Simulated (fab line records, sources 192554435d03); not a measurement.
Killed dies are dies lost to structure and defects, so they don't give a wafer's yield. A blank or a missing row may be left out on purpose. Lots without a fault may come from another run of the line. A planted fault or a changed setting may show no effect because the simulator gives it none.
fab line records | flow n5_finfet
record lots=7 wafers=21 last_day=17
route steps=1938 shown DUMMY_GATE@223 BEOL_M4@1111 PASSIVATION@1936
lots that met no fault: from a run of the same line without faults
start_h: hours from the record's first day to the start of the lot's first wafer shown | wait_h: hours since the lot's step before | " the same as in the row above | L1.1+2: a row that stands for several wafers | - no value, or no start given | * or withheld: withheld | < > ~ a bound
route shown NAME@n: a module of which the file shows steps, and the number in the route of the first | usual: mean/standard deviation of fault-free wafers | same: alike in all rows | chamber/n: place in a boat | sites: the reading at each site | _std_site: their standard deviation | _edge_site: outer sites' mean less inner sites' | radius_mm: how far each site lies from the wafer's centre | mask NAME#n: copy n | behind: the tool/chamber that last shaped the wafer | hold: why the lot was held/for how many hours/how that ended | device: the transistor (n, p or np) that didn't switch | end of line: the same wafers' tests at the end of the route | a step without rows: its recipe alone | killed: dies lost to structure and defects at the first sort, not the wafer's yield | map: a wafer's dies, x killed, . not, _ none there
set.NAME: the setting as run; set.NAME@STEP: as run at that earlier step | model.NAME: the simulator's own value behind a step, which no gauge read
lots at some steps of the route; a table a step, a row a wafer
services: from which hour (start_h, from the record's first day; less than 0 if before it) a tool's chamber was out of use, for how many hours, and why
## steps
# step N5_DUMMY_GATE_COAT_35
# recipe resist=SiARC temp_c=220 time_s=60 spin_rpm=1500 resist_thk_nm=10
# step N5_DUMMY_GATE_COAT_28
# recipe resist=underlayer temp_c=205 time_s=60 spin_rpm=1500 resist_thk_nm=10
# step N5_DUMMY_GATE_COAT_09
# recipe resist=CAR-EUV spin_rpm=1500 resist_thk_nm=30
# step N5_DUMMY_GATE_EBR_11
# recipe solvent=PGMEA ebr_width_mm=1.5
# step N5_DUMMY_GATE_SOFTBAKE_10
# recipe temp_c=110 time_s=60 resist=CAR-EUV
# step N5_DUMMY_GATE_EXPOSE_12
# recipe mask_id=GATE na=0.33 source_shape=annular sigma_inner=0.2 sigma_outer=0.6 polarization=unpolarized target_cd_nm=25 dose_mj=34
# step N5_DUMMY_GATE_PEB_13
# recipe peb_temp_c=100 peb_time_s=60 resist=CAR-EUV
# step N5_DUMMY_GATE_DEVELOP_14
# recipe develop_time_s=30 developer=TMAH resist=CAR-EUV rinse_liquid=surfactant_rinse dry=air_spin dev_temp_c=23
# step N5_DUMMY_GATE_CD_MEAS_15
# recipe target_cd_nm=25.8 landing_energy_ev=500 detector=se_inlens
# usual cd_nm=25.05/0.24
# columns lot.wafer tool chamber start_h wait_h cd_nm
L417.1 cd_sem-03 0 71.78 - 24.85
L417.5 " 0 " " 24.88
L417.6 " 0 " " 24.82
L423.1 cd_sem-01 0 106.15 - 25.16
L423.5 " 0 " " 25.57
L423.6 " 0 " " 25.00
L425.3 cd_sem-03 0 121.83 - 25.02
L425.4 " 0 " " 25.01
L425.5 " 0 " " 24.71
L426.3 cd_sem-02 0 129.53 - 25.17
L426.5 " 0 " " 24.98
L426.6 " 0 " " 25.34
L427.1 cd_sem-02 0 133.32 - 24.68
L427.3 " 0 " " 25.25
L427.4 " 0 " " 24.63
L431.1 cd_sem-02 0 160.01 - 25.26
L431.3 " 0 " " 25.26
L431.5 " 0 " " 24.51
L436.1 cd_sem-03 0 183.25 - 25.29
L436.2 " 0 " " 25.43
L436.4 " 0 " " 24.97
# step N5_DUMMY_GATE_OVL_MEAS_16
# recipe points_per_wafer=522
# usual GATE_OVL=0.3/0.7
# columns lot.wafer tool chamber start_h wait_h GATE_OVL[nm]
L417.1 overlay-01 0 71.82 0.0 -0.9
L417.5 " 0 " " 0.7
L417.6 " 0 " " -0.6
L423.1 overlay-02 0 106.19 0.0 1.0
L423.5 " 0 " " 0.7
L423.6 " 0 " " 0.9
L425.3 overlay-02 0 121.88 0.0 0.7
L425.4 " 0 " " 0.8
L425.5 " 0 " " 0.8
L426.3 overlay-01 0 129.58 0.0 0.4
L426.5 " 0 " " 0.3
L426.6 " 0 " " 0.8
L427.1 overlay-01 0 133.36 0.0 -0.4
L427.3 " 0 " " 0.3
L427.4 " 0 " " 0.2
L431.1 overlay-01 0 160.06 0.0 -1.5
L431.3 " 0 " " 0.2
L431.5 " 0 " " 0.1
L436.1 overlay-02 0 183.29 0.0 0.2
L436.2 " 0 " " 1.1
L436.4 " 0 " " 0.3
# step N5_DUMMY_GATE_INSPECT_17
# recipe mode=adi inspect_instrument=brightfield
# usual raw_defect_count=202/56
# columns lot.wafer tool chamber start_h wait_h raw_defect_count
L417.1 defect_inspect-02 - 71.87 0.1 253
L417.5 " - " " 219
L417.6 " - " " 226
L423.1 defect_inspect-01 - 106.25 0.1 113
L423.5 " - " " 140
L423.6 " - " " 140
L425.3 defect_inspect-02 - 121.93 0.0 246
L425.4 " - " " 173
L425.5 " - " " 156
L426.3 defect_inspect-01 - 129.63 0.0 171
L426.5 " - " " 216
L426.6 " - " " 158
L427.1 defect_inspect-02 - 133.42 0.1 220
L427.3 " - " " 167
L427.4 " - " " 236
L431.1 defect_inspect-01 - 160.12 0.1 216
L431.3 " - " " 109
L431.5 " - " " 135
L436.1 defect_inspect-01 - 183.35 0.1 288
L436.2 " - " " 424
L436.4 " - " " 411
# step N5_DUMMY_GATE_DESCUM_20
# recipe chemistry=O2 time_s=6.2 source_power_w=50 bias_power_w=20 pressure_mtorr=20 rf_frequency_hz=2.712e+07 temp_c=40 resist=CAR-EUV o2_flow_sccm=225
# usual drypump_motor_current_A=5.9/0.45 oes_product_au=0.80/0.1 rf_vpp_V=243.5/1.3 showerhead_plenum_p_Torr=2.11/0.068 throttle_valve_pct=20.44/0.25
# columns lot.wafer tool chamber start_h wait_h drypump_motor_current_A oes_product_au rf_hours_counter_h rf_vpp_V showerhead_plenum_p_Torr throttle_valve_pct
L417.1 rie_diel-02 1 72.44 0.6 6.6 0.85 60 244.3 2.13 20.18
L417.5 " 0 " " 6.3 0.73 - 245.2 2.18 20.16
L417.6 " 1 " " 6.6 0.84 - 243.0 2.13 20.16
L423.1 rie_diel-06 1 106.29 0.0 5.5 0.70 244 244.3 2.06 20.48
L423.5 " 0 " " 6.1 0.87 - 244.2 2.15 20.67
L423.6 " 3 " " 5.4 0.96 - 244.7 2.24 20.21
L425.3 rie_diel-06 1 121.96 0.0 5.5 0.71 248 242.0 2.05 20.48
L425.4 " 2 " " 5.4 0.76 142 242.2 2.09 20.69
L425.5 " 3 " " 5.4 0.95 - 245.4 2.24 20.22
L426.3 rie_diel-06 2 130.17 0.5 5.4 0.77 144 242.7 2.09 20.68
L426.5 " 0 " " 6.1 0.86 - 243.2 2.14 20.69
L426.6 " 3 " " 5.4 0.94 - 245.6 2.24 20.22
L427.1 rie_diel-06 2 133.45 0.0 5.4 0.77 146 244.8 2.09 20.68
L427.3 " 0 " " 6.1 0.86 64 245.1 2.14 20.69
L427.4 " 3 " " 5.4 0.93 - 245.3 2.24 20.22
L431.1 rie_diel-03 3 160.49 0.4 5.7 0.70 209 244.9 2.17 20.64
L431.3 " 2 " " 6.6 1.00 4 243.7 2.16 20.21
L431.5 " 2 " " 6.6 0.99 - 244.3 2.16 20.21
L436.1 rie_diel-03 2 183.39 0.0 6.6 0.97 11 242.4 2.15 20.22
L436.2 " 3 " " 5.7 0.69 217 244.8 2.16 20.66
L436.4 " 0 " " 6.2 0.99 3 242.0 2.05 19.88
# step N5_DUMMY_GATE_ETCH_29
# recipe chemistry=N2/H2 target=underlayer target_depth_a=130 ion_energy_ev=200 pressure_mtorr=30 source_w=840 bias_w=150 n2_flow_sccm=200 h2_flow_sccm=200
# usual drypump_motor_current_A=5.9/0.45 oes_product_au=0.79/0.1 rf_fwd_power_W=831.1/2.8 rf_vpp_V=524.4/2.1 showerhead_plenum_p_Torr=2.56/0.076 throttle_valve_pct=17.8/0.33
# columns lot.wafer tool chamber start_h wait_h drypump_motor_current_A oes_product_au rf_fwd_power_W rf_hours_counter_h rf_vpp_V showerhead_plenum_p_Torr throttle_valve_pct model.etch.depth_nm model.CAR-EUV_of_DUMMY_GATE_COAT_09.thk_nm
L417.1 rie_diel-02 1 72.51 0.0 6.7 0.84 825.3 60 524.7 2.58 17.6 13.01 19.2
L417.5 " 0 " " 6.3 0.70 833.2 - 526.6 2.61 17.5 12.49 19.2
L417.6 " 1 " " 6.6 0.85 834.8 - 525.7 2.58 17.6 12.88 19.2
L423.1 rie_diel-06 1 106.35 0.0 5.5 0.70 828.5 244 522.1 2.51 18.1 13.22 18.8
L423.5 " 0 " " 6.1 0.86 828.8 - 524.1 2.60 18.0 13.3 18.6
L423.6 " 3 " " 5.4 0.92 825.9 - 529.0 2.70 17.4 12.65 19.2
L425.3 rie_diel-06 1 122.02 0.0 5.5 0.78 1036.1 248 485.9 2.51 18.1 15.84 17.2
L425.4 " 2 " " 5.3 0.82 1029.7 142 487.1 2.56 18.3 13.98 18.2
L425.5 " 3 " " 5.4 1.01 1028.3 - 491.6 2.70 17.4 15.12 17.6
L426.3 rie_diel-06 2 130.23 0.0 5.4 0.82 1034.5 144 487.8 2.56 18.3 14.1 18.2
L426.5 " 0 " " 6.0 0.97 1036.8 - 489.0 2.59 18.1 15.99 16.8
L426.6 " 3 " " 5.4 1.01 1027.9 - 491.3 2.70 17.4 15.26 17.6
L427.1 rie_diel-06 2 133.52 0.0 5.4 0.82 1037.0 146 488.3 2.56 18.3 14.17 18.2
L427.3 " 0 " " 6.0 0.96 1030.5 64 487.4 2.59 18.1 15.89 17
L427.4 " 3 " " 5.4 1.01 1028.3 - 493.1 2.70 17.5 15.32 17.6
L431.1 rie_diel-03 3 160.55 0.0 5.7 0.66 833.5 209 525.8 2.63 18.1 12.03 19.4
L431.3 " 2 " " 6.6 0.95 831.7 4 525.2 2.58 17.3 12.55 19.2
L431.5 " 2 " " 6.6 0.95 833.0 - 526.8 2.58 17.3 12.67 19
L436.1 rie_diel-03 2 183.45 0.0 6.6 0.94 830.1 11 525.5 2.58 17.4 12.82 19
L436.2 " 3 " " 5.7 0.66 831.8 217 524.7 2.62 18.1 12.13 19.4
L436.4 " 0 " " 6.2 0.99 834.3 3 522.2 2.51 17.5 13.12 19
# step N5_DUMMY_GATE_ETCH_36
# recipe chemistry=CF4 target=SiARC target_depth_a=130 pressure_mtorr=40 source_w=545 bias_w=36 Ar_flow_sccm=100 cf4_flow_sccm=100 ion_energy_ev=80
# usual drypump_motor_current_A=5.9/0.45 oes_product_au=0.79/0.1 rf_fwd_power_W=538.9/2 rf_vpp_V=184.4/1.1 showerhead_plenum_p_Torr=2.16/0.06 throttle_valve_pct=15.64/0.28
# columns lot.wafer tool chamber start_h wait_h drypump_motor_current_A oes_product_au rf_fwd_power_W rf_hours_counter_h rf_vpp_V showerhead_plenum_p_Torr throttle_valve_pct model.CAR-EUV_of_DUMMY_GATE_COAT_09.thk_nm
L417.1 rie_diel-02 1 72.55 0.0 6.7 0.84 539.3 60 183.7 2.17 15.35 11.8
L417.5 " 0 " " 6.3 0.71 541.9 - 184.9 2.24 15.51 11.8
L417.6 " 1 " " 6.6 0.83 538.7 - 186.2 2.17 15.34 11.8
L423.1 rie_diel-06 1 106.39 0.0 5.5 0.70 538.8 244 183.7 2.11 15.80 11
L423.5 " 0 " " 6.1 0.86 539.3 - 184.1 2.18 15.73 10.8
L423.6 " 3 " " 5.4 0.93 535.0 - 186.9 2.27 15.25 11.8
L425.3 rie_diel-06 1 122.06 0.0 5.5 0.71 539.9 248 182.5 2.11 15.79 9.4
L425.4 " 2 " " 5.3 0.74 539.6 142 185.7 2.16 15.95 11.2
L425.5 " 3 " " 5.4 0.90 535.1 - 186.8 2.27 15.25 10.4
L426.3 rie_diel-06 2 130.27 0.0 5.4 0.74 538.8 144 184.0 2.16 15.97 11.2
L426.5 " 0 " " 6.1 0.87 540.1 - 184.4 2.18 15.74 9
L426.6 " 3 " " 5.4 0.91 537.3 - 185.7 2.27 15.25 10
L427.1 rie_diel-06 2 133.56 0.0 5.4 0.73 539.7 146 184.0 2.16 15.97 11.2
L427.3 " 0 " " 6.1 0.85 535.9 64 184.7 2.18 15.75 9.4
L427.4 " 3 " " 5.4 0.90 535.6 - 184.5 2.27 15.26 10.2
L431.1 rie_diel-03 3 160.59 0.0 5.7 0.67 540.3 209 185.6 2.21 15.86 12.2
L431.3 " 2 " " 6.6 0.97 539.9 4 184.3 2.19 15.33 11.8
L431.5 " 2 " " 6.6 0.96 536.5 - 185.7 2.19 15.33 11.8
L436.1 rie_diel-03 2 183.49 0.0 6.6 0.93 539.2 11 184.6 2.19 15.36 11.6
L436.2 " 3 " " 5.7 0.66 542.4 217 183.2 2.21 15.86 12.4
L436.4 " 0 " " 6.2 0.98 540.3 3 184.8 2.08 14.95 11.4
# step N5_DUMMY_GATE_ETCH_37
# recipe chemistry=N2/H2 target=SOC target_depth_a=600 overetch_a=300 temp_c=40 ion_energy_ev=200 pressure_mtorr=30 source_w=840 bias_w=150 n2_flow_sccm=200 h2_flow_sccm=200
# usual drypump_motor_current_A=5.9/0.45 oes_product_au=0.63/0.074 rf_fwd_power_W=831/3.2 rf_vpp_V=524.4/2.1 showerhead_plenum_p_Torr=2.56/0.076 throttle_valve_pct=17.8/0.33
# columns lot.wafer tool chamber start_h wait_h drypump_motor_current_A oes_product_au rf_fwd_power_W rf_hours_counter_h rf_vpp_V showerhead_plenum_p_Torr throttle_valve_pct
L417.1 rie_diel-02 1 72.59 0.0 6.6 0.67 827 60 524.7 2.58 17.5
L417.5 " 0 " " 6.3 0.57 833 - 526.1 2.61 17.4
L417.6 " 1 " " 6.6 0.67 828 - 526.1 2.58 17.5
L423.1 rie_diel-06 1 106.43 0.0 5.5 0.55 836 244 523.2 2.51 18.1
L423.5 " 0 " " 6.0 0.67 834 - 525.2 2.60 17.9
L423.6 " 3 " " 5.4 0.74 825 - 528.3 2.70 17.3
L425.3 rie_diel-06 1 122.10 0.0 5.5 0.55 833 248 522.6 2.51 18.0
L425.4 " 2 " " 5.4 0.62 831 142 523.6 2.56 18.2
L425.5 " 3 " " 5.4 0.72 826 - 528.9 2.70 17.4
L426.3 rie_diel-06 2 130.31 0.0 5.3 0.61 832 144 524.3 2.56 18.2
L426.5 " 0 " " 6.0 0.67 833 - 524.5 2.59 18.0
L426.6 " 3 " " 5.4 0.73 827 - 527.8 2.70 17.4
L427.1 rie_diel-06 2 133.60 0.0 5.3 0.62 834 146 522.7 2.56 18.2
L427.3 " 0 " " 6.0 0.66 832 64 524.9 2.59 18.0
L427.4 " 3 " " 5.4 0.72 831 - 528.0 2.70 17.4
L431.1 rie_diel-03 3 160.63 0.0 5.7 0.55 831 209 526.2 2.63 18.0
L431.3 " 2 " " 6.6 0.77 829 4 526.3 2.58 17.3
L431.5 " 2 " " 6.6 0.77 828 - 525.6 2.58 17.3
L436.1 rie_diel-03 2 183.53 0.0 6.6 0.74 826 11 524.7 2.58 17.3
L436.2 " 3 " " 5.7 0.55 829 217 525.3 2.62 18.1
L436.4 " 0 " " 6.2 0.78 833 3 523.3 2.51 17.4
# step N5_BEOL_M4_RC_MEAS_101
# usual DIBL_N=36.1/2 DIBL_P=36.3/2.4 IOFF_N=0.15/0.035 IOFF_P=0.21/0.039 ION_N=672/15 ION_P=463/9.7 SS_N=71.5/0.7 SS_P=73.2/0.75 VT_N=251/3.6 VT_P=-250/3.8
# columns lot.wafer tool chamber start_h wait_h DIBL_N[mV/V] DIBL_P[mV/V] IOFF_N[nA/um] IOFF_P[nA/um] ION_N[uA/um] ION_P[uA/um] SS_N[mV/dec] SS_P[mV/dec] VT_N[mV] VT_P[mV]
L417.1 prober-01 0 195.89 0.0 32.8 34.1 0.11 0.17 658 454 70.9 72.7 254 -253
L417.5 " 0 " " 36.6 38.6 0.17 0.23 672 458 71.7 73.2 248 -250
L417.6 " 0 " " 34.1 34.9 0.11 0.17 646 450 70.0 73.2 255 -254
L423.1 prober-01 0 221.28 0.0 37.0 37.9 0.14 0.19 662 449 71.8 73.5 252 -252
L423.5 " 0 " " 37.1 36.8 0.15 0.18 660 443 72.5 73.1 253 -254
L423.6 " 0 " " 38.5 40.0 0.20 0.22 683 458 72.6 74.4 249 -251
L425.3 prober-01 0 246.33 0.3 37.8 38.1 0.20 0.24 695 479 72.0 73.3 244 -248
L425.4 " 0 " " 37.2 36.5 0.17 0.22 669 458 72.0 74.2 248 -248
L425.5 " 0 " " 38.0 37.4 0.19 0.24 713 480 72.0 73.0 248 -249
L427.1 prober-02 0 252.27 0.0 38.7 39.6 0.21 0.28 690 476 72.4 74.2 246 -246
L427.3 " 0 " " 35.5 35.1 0.15 0.20 675 461 70.6 72.5 250 -251
L427.4 " 0 " " 35.2 34.7 0.14 0.19 668 458 71.4 72.0 254 -251
L426.3 prober-01 0 252.73 0.3 37.7 38.4 0.20 0.26 684 467 71.0 74.1 245 -246
L426.5 " 0 " " 35.9 36.0 0.15 0.22 679 473 70.4 73.7 251 -250
L426.6 " 0 " " 34.7 35.0 0.14 0.21 673 464 69.9 73.4 250 -247
L431.1 prober-02 0 284.39 0.0 36.1 35.6 0.13 0.18 652 458 71.1 73.5 256 -253
L431.3 " 0 " " 39.0 39.6 0.20 0.26 683 470 71.3 74.1 247 -252
L431.5 " 0 " " 38.8 40.2 0.18 0.25 683 464 72.2 74.4 250 -250
L436.1 prober-02 0 306.59 0.0 37.4 37.0 0.18 0.25 682 466 71.8 73.7 247 -246
L436.2 " 0 " " 34.5 33.2 0.13 0.19 672 467 70.8 72.8 253 -248
L436.4 " 0 " " 35.6 34.8 0.14 0.21 681 475 71.1 73.0 249 -248
# step N5_PASSIVATION_PROBE_49
# usual defect_limited_yield=91.1/1.6 killed_at_M0_to_M3=35/11 killed_at_M4_up=13/5.4 killed_at_contacts=13/6.5 killed_at_front_end=40/14 killed_at_other=4/3.1 killed_dies=105/18 killed_open=69/14 killed_short=34/7.3 sort_bin_5_function=5.2/0.96 sort_bin_6_memory=3.4/0.77 sort_n_pass=1075/19 sort_yield_pct=91.1/1.6
# same gross_dies=1180 killed_at_back_side=0 sort_bin_4_leakage[%]=0 sort_bin_8_speed[%]=0
# columns lot.wafer tool chamber start_h wait_h defect_limited_yield[%] killed_at_M0_to_M3 killed_at_M4_up killed_at_contacts killed_at_front_end killed_at_other killed_dies killed_open killed_short sort_bin_5_function[%] sort_bin_6_memory[%] sort_n_pass sort_yield_pct[%]
L417.1 prober-02 - 303.50 0.0 91.9 30 7 9 49 0 95 61 31 4.5 3.3 1085 91.9
L417.5 prober-02 - 303.70 0.2 92.0 42 4 10 28 10 94 60 32 4.5 3.4 1086 92.0
L417.6 prober-02 - 303.75 0.3 92.8 31 10 8 33 3 85 57 27 4.3 2.5 1095 92.8
L423.1 prober-01 - 328.49 0.0 91.1 39 9 18 39 0 105 70 33 5.3 3.5 1075 91.1
L423.5 prober-01 - 328.69 0.2 92.4 26 10 13 41 0 90 53 36 3.8 3.3 1090 92.4
L423.6 prober-01 - 328.74 0.3 91.8 37 21 9 27 3 97 72 24 4.6 3.5 1083 91.8
L425.3 prober-02 - 357.30 0.1 92.5 24 18 9 36 2 89 61 27 4.8 2.5 1091 92.5
L425.4 prober-02 - 357.35 0.2 93.0 23 20 8 29 3 83 51 31 4.2 2.6 1097 93.0
L425.5 prober-02 - 357.40 0.2 89.4 33 21 6 63 2 125 72 50 6.1 3.6 1055 89.4
L427.1 prober-02 - 363.98 0.0 90.8 29 9 20 49 1 108 70 36 6.0 2.6 1072 90.8
L427.3 prober-02 - 364.08 0.1 89.6 27 14 18 64 0 123 84 39 5.5 4.4 1057 89.6
L427.4 prober-02 - 364.13 0.2 91.4 23 10 20 48 1 102 60 41 6.2 2.0 1078 91.4
L426.3 prober-02 - 367.98 0.1 91.9 39 15 12 27 2 95 67 27 4.8 3.1 1085 91.9
L426.5 prober-02 - 368.08 0.2 89.8 46 22 13 35 4 120 88 32 5.5 4.2 1060 89.8
L426.6 prober-02 - 368.13 0.3 91.0 49 19 9 24 5 106 64 41 4.5 4.2 1074 91.0
L431.1 prober-02 - 387.41 0.0 91.4 30 11 18 32 10 101 65 31 5.0 3.2 1079 91.4
L431.3 prober-02 - 387.51 0.1 90.5 42 9 9 43 9 112 72 37 5.8 3.5 1068 90.5
L431.5 prober-02 - 387.61 0.2 90.3 37 12 10 45 11 115 70 43 5.5 3.8 1065 90.3
L436.1 prober-02 - 413.80 0.0 91.5 30 16 6 42 6 100 67 28 4.3 3.5 1080 91.5
L436.2 prober-02 - 413.85 0.1 93.6 14 19 12 31 0 76 56 19 4.2 2.2 1104 93.6
L436.4 prober-02 - 413.95 0.2 91.5 31 15 7 47 0 100 66 31 5.1 3.1 1080 91.5
# killed by level:class
L417.1 FIN_SAQP:geometric_particle:open=12 FIN_SAQP:geometric_particle:short=10 STI_FIN_REVEAL:geometric_particle:open=10 BEOL_M0_SAQP:geometric_particle:short=10 BEOL_M0_SAQP:geometric_particle:open=8 MOL_CONTACT_COAG:geometric_particle:open=7 DUMMY_GATE:geometric_particle:open=5 BEOL_M3:geometric_particle:open=4
L417.5 BEOL_M3:geometric_particle:open=11 MOL_CONTACT_COAG:geometric_particle:open=8 BEOL_M0_SAQP:geometric_particle:short=8 FIN_SAQP:geometric_particle:open=6 BEOL_M1:geometric_particle:open=6 DUMMY_GATE:geometric_particle:open=5 BEOL_M0_SAQP:geometric_particle:open=5 BEOL_M2:geometric_particle:open=5
L417.6 STI_FIN_REVEAL:geometric_particle:open=10 BEOL_M0_SAQP:geometric_particle:open=9 BEOL_M0_SAQP:geometric_particle:short=6 BEOL_M3:geometric_particle:open=6 FIN_SAQP:geometric_particle:open=5 FIN_SAQP:geometric_particle:short=5 MOL_CONTACT_COAG:geometric_particle:open=5 STI_FIN_REVEAL:geometric_particle:short=3
L423.1 MOL_CONTACT_COAG:geometric_particle:open=13 BEOL_M0_SAQP:geometric_particle:open=11 BEOL_M2:geometric_particle:open=10 BEOL_M0_SAQP:geometric_particle:short=7 FIN_SAQP:geometric_particle:short=5 FIN_SAQP:geometric_particle:open=5 MOL_CONTACT_COAG:geometric_particle:short=5 DUMMY_GATE:geometric_particle:open=4
L423.5 GATE_CUT:geometric_particle:short=12 FIN_SAQP:geometric_particle:open=10 MOL_CONTACT_COAG:geometric_particle:open=8 GATE_CUT:geometric_particle:open=5 MOL_CONTACT_COAG:geometric_particle:short=5 BEOL_M0_SAQP:geometric_particle:short=4 BEOL_M3:geometric_particle:open=4 BEOL_M4:geometric_particle:open=4
L423.6 BEOL_M3:geometric_particle:open=11 BEOL_M4:geometric_particle:open=11 BEOL_M0_SAQP:geometric_particle:open=9 BEOL_M0_SAQP:geometric_particle:short=7 FIN_SAQP:geometric_particle:open=6 MOL_CONTACT_COAG:geometric_particle:open=6 STI_FIN_REVEAL:geometric_particle:open=5 BEOL_M0:geometric_particle:open=4
L425.3 BEOL_M2:geometric_particle:open=11 BEOL_M4:geometric_particle:open=10 MOL_CONTACT_COAG:geometric_particle:open=8 FIN_SAQP:geometric_particle:open=7 FIN_SAQP:geometric_particle:short=7 STARTING-WAFER:geometric_particle:short=7 GATE_CUT:geometric_particle:short=5 BEOL_M3:geometric_particle:open=4
L425.4 FIN_SAQP:geometric_particle:short=10 BEOL_M4:geometric_particle:open=9 DUMMY_GATE:geometric_particle:open=7 BEOL_M2:geometric_particle:short=6 BEOL_M2:geometric_particle:open=6 MOL_CONTACT_COAG:geometric_particle:open=5 FIN_SAQP:geometric_particle:open=4 BEOL_M3:geometric_particle:open=4
L425.5 FIN_SAQP:geometric_particle:short=14 GATE_CUT:geometric_particle:short=9 BEOL_M2:geometric_particle:open=9 BEOL_M4:geometric_particle:open=9 STI_FIN_REVEAL:geometric_particle:open=7 FIN_SAQP:geometric_particle:open=6 BEOL_M4:geometric_particle:short=6 MOL_CONTACT_COAG:geometric_particle:open=6
L427.1 MOL_CONTACT_COAG:geometric_particle:open=18 FIN_SAQP:geometric_particle:open=12 BEOL_M0_SAQP:geometric_particle:short=11 STI_FIN_REVEAL:geometric_particle:open=9 FIN_SAQP:geometric_particle:short=7 GATE_CUT:geometric_particle:short=6 BEOL_M0_SAQP:geometric_particle:open=6 BEOL_M3:geometric_particle:open=5
L427.3 FIN_SAQP:geometric_particle:open=18 FIN_SAQP:geometric_particle:short=15 MOL_CONTACT_COAG:geometric_particle:open=13 STI_FIN_REVEAL:geometric_particle:open=11 BEOL_M0_SAQP:geometric_particle:open=11 BEOL_M4:geometric_particle:open=10 GATE_CUT:geometric_particle:short=6 BEOL_M0_SAQP:geometric_particle:short=6
L427.4 MOL_CONTACT_COAG:geometric_particle:open=14 STI_FIN_REVEAL:geometric_particle:open=10 FIN_SAQP:geometric_particle:short=7 BEOL_M0_SAQP:geometric_particle:short=7 MOL_CONTACT_COAG:geometric_particle:short=6 DUMMY_GATE:geometric_particle:open=5 BEOL_M2:geometric_particle:open=5 FIN_SAQP:geometric_particle:open=4
L426.3 BEOL_M1:geometric_particle:open=17 MOL_CONTACT_COAG:geometric_particle:open=8 FIN_SAQP:geometric_particle:open=7 BEOL_M2:geometric_particle:open=6 BEOL_M4:geometric_particle:open=5 BEOL_M5:geometric_particle:open=5 FIN_SAQP:geometric_particle:short=4 BEOL_M2:geometric_particle:short=4
L426.5 BEOL_M1:geometric_particle:open=22 STI_FIN_REVEAL:geometric_particle:open=14 BEOL_M4:geometric_particle:open=10 BEOL_M0_SAQP:geometric_particle:short=8 MOL_CONTACT_COAG:geometric_particle:open=7 BEOL_M2:geometric_particle:open=7 MOL_CONTACT_COAG:geometric_particle:short=6 BEOL_M5:geometric_particle:open=5
L426.6 BEOL_M0_SAQP:geometric_particle:short=15 BEOL_M0_SAQP:geometric_particle:open=11 MOL_CONTACT_COAG:geometric_particle:open=9 BEOL_M2:geometric_particle:open=9 FIN_SAQP:geometric_particle:open=8 BEOL_M1:geometric_particle:open=6 BEOL_M4:geometric_particle:open=5 BEOL_M5:geometric_particle:open=4
L431.1 MOL_CONTACT_COAG:geometric_particle:open=13 FIN_SAQP:geometric_particle:open=7 BEOL_M0_SAQP:geometric_particle:short=7 STI_FIN_REVEAL:geometric_particle:open=6 BEOL_M3:geometric_particle:open=6 BEOL_M4:geometric_particle:open=6 FIN_SAQP:geometric_particle:short=5 MOL_CONTACT_COAG:geometric_particle:short=5
L431.3 BEOL_M0_SAQP:geometric_particle:short=14 BEOL_M0_SAQP:geometric_particle:open=12 FIN_SAQP:geometric_particle:open=11 FIN_SAQP:geometric_particle:short=8 STI_FIN_REVEAL:geometric_particle:open=8 MOL_CONTACT_COAG:geometric_particle:open=8 BEOL_M4:geometric_particle:open=7 BEOL_M2:geometric_particle:open=5
L431.5 BEOL_M3:geometric_particle:open=8 MOL_CONTACT_COAG:geometric_particle:open=8 FIN_SAQP:geometric_particle:open=7 BEOL_M2:geometric_particle:open=7 FIN_SAQP:geometric_particle:short=6 STI_FIN_REVEAL:geometric_particle:open=6 DUMMY_GATE:geometric_particle:open=6 BEOL_M0_SAQP:geometric_particle:short=5
L436.1 FIN_SAQP:geometric_particle:open=12 BEOL_M1:geometric_particle:open=9 STI_FIN_REVEAL:geometric_particle:open=8 BEOL_M0:geometric_particle:open=6 BEOL_M5:geometric_particle:open=5 FIN_SAQP:geometric_particle:short=4 DUMMY_GATE:geometric_particle:open=3 GATE_CUT:geometric_particle:short=3
L436.2 MOL_CONTACT_COAG:geometric_particle:open=11 FIN_SAQP:geometric_particle:open=7 DUMMY_GATE:geometric_particle:open=7 BEOL_M5:geometric_particle:open=5 BEOL_M3:geometric_particle:open=4 BEOL_M4:geometric_particle:open=4 STARTING-WAFER:geometric_particle:open=4 BEOL_M0_SAQP:geometric_particle:short=3
L436.4 STI_FIN_REVEAL:geometric_particle:open=12 BEOL_M0_SAQP:geometric_particle:open=10 FIN_SAQP:geometric_particle:open=9 GATE_CUT:geometric_particle:short=8 BEOL_M0_SAQP:geometric_particle:short=8 DUMMY_GATE:geometric_particle:open=6 BEOL_M5:geometric_particle:open=5 BEOL_M4:geometric_particle:short=4
## services
# columns tool chamber start_h hours kind
rie_diel-06 3 48.74 - clean
rie_diel-06 3 48.74 - consumable_replace:focus_ring
rie_diel-06 3 48.74 - consumable_replace:showerhead
rie_diel-06 3 48.74 20.5 scheduled_down
rie_diel-06 3 48.74 20.5 vent_cycle
rie_diel-06 1 63.75 8.0 repair
rie_diel-03 3 88.50 7.6 repair
rie_diel-06 1 129.08 - clean
rie_diel-06 1 129.08 - consumable_replace:focus_ring
rie_diel-06 1 129.08 22.8 scheduled_down
rie_diel-06 1 129.08 22.8 vent_cycle
rie_diel-03 2 135.89 - clean
rie_diel-03 2 135.89 - consumable_replace:focus_ring
rie_diel-03 2 135.89 17.7 scheduled_down
rie_diel-03 2 135.89 17.7 vent_cycle
rie_diel-02 - 142.37 0.3 repair
rie_diel-03 0 154.19 - clean
rie_diel-03 0 154.19 - consumable_replace:focus_ring
rie_diel-03 0 154.19 17.6 scheduled_down
rie_diel-03 0 154.19 17.6 vent_cycle
rie_diel-02 2 172.46 - clean
rie_diel-02 2 172.46 - consumable_replace:focus_ring
rie_diel-02 2 172.46 20.7 scheduled_down
rie_diel-02 2 172.46 20.7 vent_cycle
## key
first_sign step=N5_DUMMY_GATE_ETCH_29 reading=rf_fwd_power_W direction=up sigmas=72 usual=* struck=*
effect step=N5_DUMMY_GATE_ETCH_29 reading=rf_vpp_V direction=down sigmas=17 usual=524.4 struck=489.0
model_effect step=N5_DUMMY_GATE_ETCH_29 value=etch.depth_nm without=12.63 struck=15.07
model_effect step=N5_DUMMY_GATE_ETCH_36 value=CAR-EUV_of_DUMMY_GATE_COAT_09.thk_nm without=11.76 struck=10.22
met_at N5_DUMMY_GATE_ETCH_29
struck_wafers L425.3,L425.4,L425.5,L426.3,L426.5,L426.6,L427.1,L427.3,L427.4
onset_between 106.35 122.02
fault kind=process_parameter_drift tool=rie_diel-06 chamber=- onset_h=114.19 steps=N5_DUMMY_GATE_ETCH_29 channel=source_w offset=201.6 shape=step end_h=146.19 acts_in=these_recipes_only stated=840
